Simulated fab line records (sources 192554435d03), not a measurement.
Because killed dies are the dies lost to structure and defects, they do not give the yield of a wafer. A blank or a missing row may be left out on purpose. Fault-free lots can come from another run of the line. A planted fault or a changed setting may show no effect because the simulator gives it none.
Chamber matching :: flow n5_finfet :: N5_PMOS_HMC_CHANNEL_EPI_CMP_21 on cmp-04: 4 sister chambers
The step polishes SiGe30, target thk 54 nm. 14 wafers are shown with their chamber, then 6 later ones without.

## EACH WAFER AND ITS CHAMBER
wafer: L075.3
chamber: 1
motor_current_A (A): 12.7
pad_life_wafers: 1779

wafer: L075.4
chamber: 0
motor_current_A (A): 9.2
pad_life_wafers: 1778

wafer: L076.2
chamber: 1
motor_current_A (A): 13.5
pad_life_wafers: 1821

wafer: L076.4
chamber: 3
motor_current_A (A): 8.9
pad_life_wafers: 1819

wafer: L079.1
chamber: 1
motor_current_A (A): 12.7
pad_life_wafers: 1970

wafer: L079.3
chamber: 2
motor_current_A (A): 9.8
pad_life_wafers: 1971

wafer: L083.1
chamber: 1
motor_current_A (A): 13.7
pad_life_wafers: 78

wafer: L083.3
chamber: 3
motor_current_A (A): 9.5
pad_life_wafers: 80

wafer: L085.4
chamber: 1
motor_current_A (A): 13.4
pad_life_wafers: 163

wafer: L087.3
chamber: 0
motor_current_A (A): 8.9
pad_life_wafers: 254

wafer: L091.2
chamber: 2
motor_current_A (A): 10.8
pad_life_wafers: 429

wafer: L091.3
chamber: 0
motor_current_A (A): 9.1
pad_life_wafers: 427

wafer: L092.3
chamber: 3
motor_current_A (A): 9.1
pad_life_wafers: 495

wafer: L094.1
chamber: 1
motor_current_A (A): 13.0
pad_life_wafers: 613

SIGNATURES (means of the wafers above)
reading: motor_current_A
chamber 0: 9.067
chamber 1: 13.167
chamber 2: 10.300
chamber 3: 9.167
scatter within a chamber: 0.406

reading: pad_life_wafers
chamber 0: 819.67
chamber 1: 1070.67
chamber 2: 1200.00
chamber 3: 798.00
scatter within a chamber: 901
Rule: a wafer lies at a distance from a chamber equal to the root of the sum of squares, over the readings, of (its reading less the chamber's mean, divided by the reading's scatter). The wafer belongs to the nearest chamber; if the next one is less than 2 further off, it can't be placed. How the scatter is found: for the shown wafers, subtract from each reading the mean of its chamber, square and add these, divide the total by (wafers less chambers), then take the root.

## WAFERS WITHOUT THEIR CHAMBER
wafer: L094.2
motor_current_A (A): 10.2
pad_life_wafers: 614

wafer: L094.4
motor_current_A (A): 9.7
pad_life_wafers: 615

wafer: L095.2
motor_current_A (A): 8.9
pad_life_wafers: 661

wafer: L095.4
motor_current_A (A): 10.8
pad_life_wafers: 663

wafer: L096.2
motor_current_A (A): 9.7
pad_life_wafers: 703

wafer: L096.3
motor_current_A (A): 10.8
pad_life_wafers: 702

## EACH ONE'S CHAMBER
wafer: L094.2
from the rows above: can't be placed: 2 or 3
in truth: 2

wafer: L094.4
from the rows above: can't be placed: 3 or 0 or 2
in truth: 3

wafer: L095.2
from the rows above: can't be placed: 0 or 3
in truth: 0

wafer: L095.4
from the rows above: 2
in truth: 2

wafer: L096.2
from the rows above: can't be placed: 3 or 0 or 2
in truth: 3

wafer: L096.3
from the rows above: 2
in truth: 2
Placed correctly: 2 of 6. Cannot be placed on the basis of these rows: 4; the candidates contain the true chamber in 4. Wrongly placed: 0.
